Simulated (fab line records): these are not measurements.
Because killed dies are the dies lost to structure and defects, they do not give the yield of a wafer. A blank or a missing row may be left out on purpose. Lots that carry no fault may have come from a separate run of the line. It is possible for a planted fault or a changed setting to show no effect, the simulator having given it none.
Code-filled problem report in 8D (eight disciplines) form	flow n5Finfet	the parts of the form that need people (team, actions taken, sign-off) are left out

== 1. THE ISSUE ==
Wafers free of any fault read 5.79 (standard deviation 0.18) for CJ_P at N5_BEOL_M4_RC_MEAS_101, against a mean of 2.48 on 3 wafers of 3 lots. That is -18 standard deviations from the usual mean.
Seen first at day 11 06:28 on prober-01, wafer L522.6. Wafers with a number at this step in the record: 26, from 10 lots. Rule for "out" (also "out of limits"): further than 4 standard deviations from the usual mean. All remaining wafers that have a number are taken as sound.

== 2. WHAT IT IS; WHAT IT IS NOT ==
question	is	is not
which readings at this step	CJ_P, ION_P, REXT_P	DIBL_N, DIBL_P, SS_N, SS_P
which lots	L522, L524, L526	L512, L513, L515, L516, L517, L518, L520
which wafers of those lots	L522.6, L524.1, L526.6	L522.2, L524.2, L526.4
read on which gauges	prober-01, prober-02	-
when	from day 11 06:28	up to then (21 sound wafers); but 2 sound wafers of L524, L526 came after

== 3. SUSPECTS, AND WHAT RULES EACH OUT ==
Counting: a tool at a process step up to the reading stays a suspect if it ran every lot that is out. Sound lots after the first of them don't rule it out here, since some wafers of a struck lot are sound.
- the gauge at N5_BEOL_M4_RC_MEAS_101 is ruled out. The wafers that are out were read on 2 gauges (prober-01, prober-02).
- rieSi-06 at N5_SD_EPI_P_SD_RECESS_17 (chemistry HBr/Cl2/O2, target depth 39.1 nm, bt time 3 s): kept. It processed each lot that is out (first: L522, day 6 18:32); up to then, its last sound lot is L520 (day 6 08:29).
Remaining after the count: rieSi-06 at N5_SD_EPI_P_SD_RECESS_17.

== 4. THE CAUSE (what the simulator had put in) ==
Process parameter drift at N5_SD_EPI_P_SD_RECESS_17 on rieSi-06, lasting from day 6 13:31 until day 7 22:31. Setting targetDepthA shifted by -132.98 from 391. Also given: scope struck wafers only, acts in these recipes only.
Only this tool survived the counting.

== 5. THE CHAIN OF EFFECTS, in route order ==
Rows list readings where the struck wafers' mean (over those with a number) sits beyond 3 standard deviations from the usual. Readings are gone through only where the record gives a usual standard deviation; hours: the median, over the lots, of the time from a lot's start at the first step in this table giving one to that lot's start at this step; sigmas: the change measured in usual standard deviations.
hours	step	reading	usual	on struck wafers	change	sigmas
0	N5_BEOL_M4_RC_MEAS_101	CJ_P	5.79	2.48	-3.31	-18
0	N5_BEOL_M4_RC_MEAS_101	ION_P	462 uA/um	391	-71	-9.6
0	N5_BEOL_M4_RC_MEAS_101	REXT_P	101.0 ohm.um	114.7	+13.7	+5.9
105	N5_PASSIVATION_PROBE_49	sort_bin_8_speed	0.00 %	90.48	+90.48	+99 or more
105	N5_PASSIVATION_PROBE_49	sortNPass	1082	0	-1082	-54
105	N5_PASSIVATION_PROBE_49	sortYieldPct	91.7 %	0.0	-91.7	-54
Process steps it contains:
- N5_PASSIVATION_PROBE_49

== 6. HOW IT WOULD HAVE BEEN CAUGHT EARLIER ==
In this record the first reading out of limits at a measuring or inspecting step was taken at day 11 06:28, 113 hours after the fault began at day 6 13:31.
No tool reading at N5_SD_EPI_P_SD_RECESS_17 that has a usual standard deviation in the record was out on any struck wafer, so an alarm limit of 4 standard deviations on those readings would not have fired.
Each of the lots that are out, 3 in all, had begun N5_SD_EPI_P_SD_RECESS_17 on rieSi-06 no later than day 11 06:28. Had the tool been put on hold then, not one of them would have been saved.
